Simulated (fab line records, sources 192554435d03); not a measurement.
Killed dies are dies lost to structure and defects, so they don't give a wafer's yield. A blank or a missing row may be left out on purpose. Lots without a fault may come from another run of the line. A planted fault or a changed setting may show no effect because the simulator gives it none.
Chamber matching | flow n5_finfet | N5_FIN_SAQP_PECVD_48 on pecvd-03: 3 sister chambers
The step deposits SiNx from SiH4/NH3/N2, target thk 25 nm, time 22.1 s. 16 wafers are shown with their chamber, then 8 later ones without.

WAFERS WITH THEIR CHAMBER
wafer  | chamber | throttle_valve_pct (%) | showerhead_plenum_p_Torr (Torr) | showerhead_vpp_V (V)
L081.1 | 0       | 40.7                   | 5.18                            | 1066
L081.2 | 2       | 37.2                   | 5.05                            | 1021
L081.3 | 1       | 43.8                   | 5.18                            | 1138
L086.3 | 2       | 36.7                   | 5.06                            | 1035
L086.4 | 1       | 43.8                   | 5.18                            | 1132
L086.5 | 1       | 43.8                   | 5.17                            | 1161
L087.1 | 2       | 36.9                   | 5.08                            | 1017
L087.4 | 1       | 43.8                   | 5.17                            | 1146
L087.5 | 0       | 40.9                   | 5.17                            | 1094
L088.2 | 2       | 37.0                   | 5.08                            | 1038
L088.3 | 1       | 44.0                   | 5.18                            | 1161
L088.5 | 2       | 37.0                   | 5.06                            | 1049
L090.1 | 0       | 41.2                   | 5.17                            | 1073
L090.2 | 1       | 43.6                   | 5.18                            | 1158
L090.3 | 2       | 37.1                   | 5.07                            | 1038
L092.4 | 1       | 43.6                   | 5.17                            | 1152

SIGNATURES (means of the wafers above)
reading                  | chamber 0 | chamber 1 | chamber 2 | scatter within a chamber
throttle_valve_pct       | 40.933    | 43.771    | 36.983    | 0.173
showerhead_plenum_p_Torr | 5.1733    | 5.1757    | 5.0667    | 0.00864
showerhead_vpp_V         | 1077.67   | 1149.71   | 1033.00   | 12.2
Rule: a wafer's distance from a chamber is the root of the sum, over the readings, of the square of ((its reading less the chamber's mean) divided by the reading's scatter). The wafer belongs to the nearest chamber; if the next one is less than 2 further off, it can't be placed. The scatter: the root of (the sum of the squares of (reading less its chamber's mean) over the shown wafers, divided by (wafers less chambers)).

WAFERS WITHOUT THEIR CHAMBER
wafer  | throttle_valve_pct (%) | showerhead_plenum_p_Torr (Torr) | showerhead_vpp_V (V)
L092.5 | 41.1                   | 5.19                            | 1072
L092.6 | 37.1                   | 5.08                            | 1038
L093.1 | 36.8                   | 5.07                            | 1031
L093.4 | 37.3                   | 5.07                            | 1031
L093.6 | 44.1                   | 5.17                            | 1149
L097.1 | 37.0                   | 5.06                            | 1025
L097.3 | 44.2                   | 5.16                            | 1157
L097.6 | 43.9                   | 5.18                            | 1161

WHICH CHAMBER EACH WENT THROUGH
wafer  | from the rows above | in truth
L092.5 | 0                   | 0
L092.6 | 2                   | 2
L093.1 | 2                   | 2
L093.4 | 2                   | 2
L093.6 | 1                   | 1
L097.1 | 2                   | 2
L097.3 | 1                   | 1
L097.6 | 1                   | 1
Placed correctly: 8 of 8. Can't be placed from these rows: 0. Placed wrongly: 0.
